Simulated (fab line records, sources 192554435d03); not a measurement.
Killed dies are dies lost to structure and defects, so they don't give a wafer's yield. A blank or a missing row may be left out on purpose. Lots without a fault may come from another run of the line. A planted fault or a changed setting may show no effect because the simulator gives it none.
A struck lot beside a sound one | flow n5_finfet | 28 steps out of a route of 1938
Sound: wafers L116.2, L116.4, L116.5. Struck: wafers L134.1, L134.4, L134.5. The cause comes at the end.
At each step with rows: each side's tool, then ch and its chambers, then its first start. Under that, the readings that differ: sound wafers | struck wafers | difference of the means | sigmas: that difference in standard deviations of wafers without a fault.
alike: readings whose means differ by less than 2 such deviations, and words and numbers that are the same on both sides. not compared: withheld readings, readings that some wafer has no value for, bounds like >300 that may hide the same value, and numbers for which the record gives no deviation and whose values overlap.
The two part at a step that has a row with sigmas, a row that says differs or no value, or rows on one side only. Numbers that don't overlap but have no deviation are shown without sigmas and don't part them. A reading that every wafer of one side lacks parts them only if that side has two wafers or more.

first, 1 step without rows for these wafers: N5_GATE_CUT_ETCHBACK_30 (etches TiN in Cl2/Ar, target depth 3 nm).
N5_GATE_CUT_VAPOR_ETCH_60: etches HfO2 in BCl3/Cl2.
  sound on rie_metal-03 ch 0,1, day 5 13:11; struck on rie_metal-01 ch 0,1, day 10 00:56
  alike: drypump_motor_current_A, oes_product_au
N5_GATE_CUT_ETCH_58: etches SiNx in CH3F/O2, target depth 17 nm, time 128.6 s.
  sound on rie_diel-03 ch 0,2,3, day 5 13:16; struck on rie_diel-01 ch 1,2,3, day 10 00:59
  alike: drypump_motor_current_A, oes_product_au, rf_vpp_V, showerhead_plenum_p_Torr, throttle_valve_pct
  not compared: rf_hours_counter_h
then, 3 steps without rows for these wafers: N5_GATE_CUT_STRIP_59 (strips in N2/H2, time 20 s); N5_GATE_CUT_PRECLEAN_31 (cleans in DIW, time 300 s); N5_GATE_CUT_SRD_32 (time 30 s).
N5_GATE_CUT_SAC_CAP_01: material SiNx, target thk 24 nm, pulse time 1 s, ald cycles 480.
  sound on ald_sin-01 ch 0,1,3, day 5 13:35; struck on ald_sin-04 ch 0,2, day 10 01:32
  alike: heater_power_w, precursor_pulse_height_rel
then, 4 steps without rows for these wafers: N5_GATE_CUT_PECVD_57 (deposits SiNx from SiH4/NH3/N2, target thk 21 nm); N5_GATE_CUT_CMP_02 (polishes, stops on SiO2, t overpolish 12.7 s, target thk 0 nm); N5_GATE_CUT_HM_DEP_46 (deposits SiO2 from TEOS/O2, target thk 130 nm, time 26.6 s); N5_GATE_CUT_COAT_34 (time 60 s, resist thk 60 nm).
N5_GATE_CUT_COAT_35: time 60 s, resist thk 10 nm.
  sound on litho_track-04 ch 0, day 5 16:15; struck on litho_track-02 ch 0, day 10 04:13
  reading                     | sound                | struck               | difference | sigmas
  dispense_pressure_kPa (kPa) | 44 44 44             | 51 52 52             | +8         | +2
  spin_speed_rpm (rpm)        | 1499.5 1499.9 1499.8 | 1561.9 1562.8 1562.6 | +62.7      | +65
then, 7 steps without rows for these wafers: N5_GATE_CUT_COAT_27 (time 60 s, resist thk 10 nm); N5_GATE_CUT_COAT_07 (resist thk 30 nm); N5_GATE_CUT_EBR_09; N5_GATE_CUT_SOFTBAKE_08 (time 60 s); N5_GATE_CUT_EXPOSE_10 (exposes mask GATE CUT, target cd 20 nm); N5_GATE_CUT_PEB_11 (peb time 60 s); N5_GATE_CUT_DEVELOP_12 (develop time 30 s).
N5_GATE_CUT_CD_MEAS_13: target cd 20 nm.
  sound on cd_sem-03 ch 0, day 5 16:38; struck on cd_sem-01 ch 0, day 10 04:37
  alike: cd_nm
N5_GATE_CUT_OVL_MEAS_14:
  sound on overlay-01 ch 0, day 5 16:40; struck on overlay-02 ch 0, day 10 04:38
  alike: GATE_CUT_OVL
N5_GATE_CUT_INSPECT_15: inspects for defects (brightfield).
  sound on defect_inspect-02, day 5 16:44; struck on defect_inspect-01, day 10 04:42
  alike: raw_defect_count
N5_GATE_CUT_DESCUM_18: chemistry O2, time 7 s.
  sound on rie_diel-03 ch 0,2,3, day 5 17:16; struck on rie_diel-05 ch 1,2, day 10 04:44
  alike: drypump_motor_current_A, oes_product_au, rf_vpp_V, showerhead_plenum_p_Torr, throttle_valve_pct
  not compared: rf_hours_counter_h
then, 1 step without rows for these wafers: N5_GATE_CUT_ETCH_28 (etches underlayer in N2/H2, target depth 13 nm, time 10.4 s).
N5_GATE_CUT_ETCH_36: etches SiARC in CF4, target depth 13 nm, time 21.7 s.
  sound on rie_diel-03 ch 0,2,3, day 5 17:19; struck on rie_diel-05 ch 1,2, day 10 04:47
  reading                  | sound             | struck            | difference | sigmas
  model.etch.depth_nm (nm) | 10.01 9.996 9.969 | 9.739 9.755 9.756 | -0.242     |
  alike: drypump_motor_current_A, etch_rf_on_time_s, oes_product_au, rf_vpp_V, showerhead_plenum_p_Torr, throttle_valve_pct
  not compared: rf_hours_counter_h
N5_GATE_CUT_ETCH_37: etches SOC in N2/H2, target depth 60 nm, overetch 12 nm, time 90 s.
  sound on rie_diel-03 ch 0,2,3, day 5 17:21; struck on rie_diel-05 ch 1,2, day 10 04:49
  alike: drypump_motor_current_A, oes_product_au, rf_vpp_V, showerhead_plenum_p_Torr, throttle_valve_pct
  not compared: rf_hours_counter_h
-- the record jumps here: 3 days lie between the struck wafers' starts before and after (it left off in module GATE_CUT and takes up again in module BEOL_M4, whose first step shown is number 1111 of the route) --
N5_BEOL_M4_RC_MEAS_101:
  sound on prober-01 ch 0, day 9 11:23; struck on prober-02 ch 0, day 13 13:40
  alike: DIBL_N, DIBL_P, IOFF_N, IOFF_P, ION_N, ION_P, SS_N, SS_P, VT_N, VT_P
then, 1 step without rows for these wafers: N5_PASSIVATION_PROBE_49.

WHERE THEY PART
Only at N5_GATE_CUT_COAT_35, within this record. Later steps at which nothing parts them and some readings are alike: N5_GATE_CUT_CD_MEAS_13, N5_GATE_CUT_OVL_MEAS_14, N5_GATE_CUT_INSPECT_15, N5_GATE_CUT_DESCUM_18, N5_GATE_CUT_ETCH_36, N5_GATE_CUT_ETCH_37, N5_BEOL_M4_RC_MEAS_101.

WHY: what the simulator had put in
Process parameter drift: litho_track-02, from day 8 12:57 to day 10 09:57, at N5_GATE_CUT_COAT_35. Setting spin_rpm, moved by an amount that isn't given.
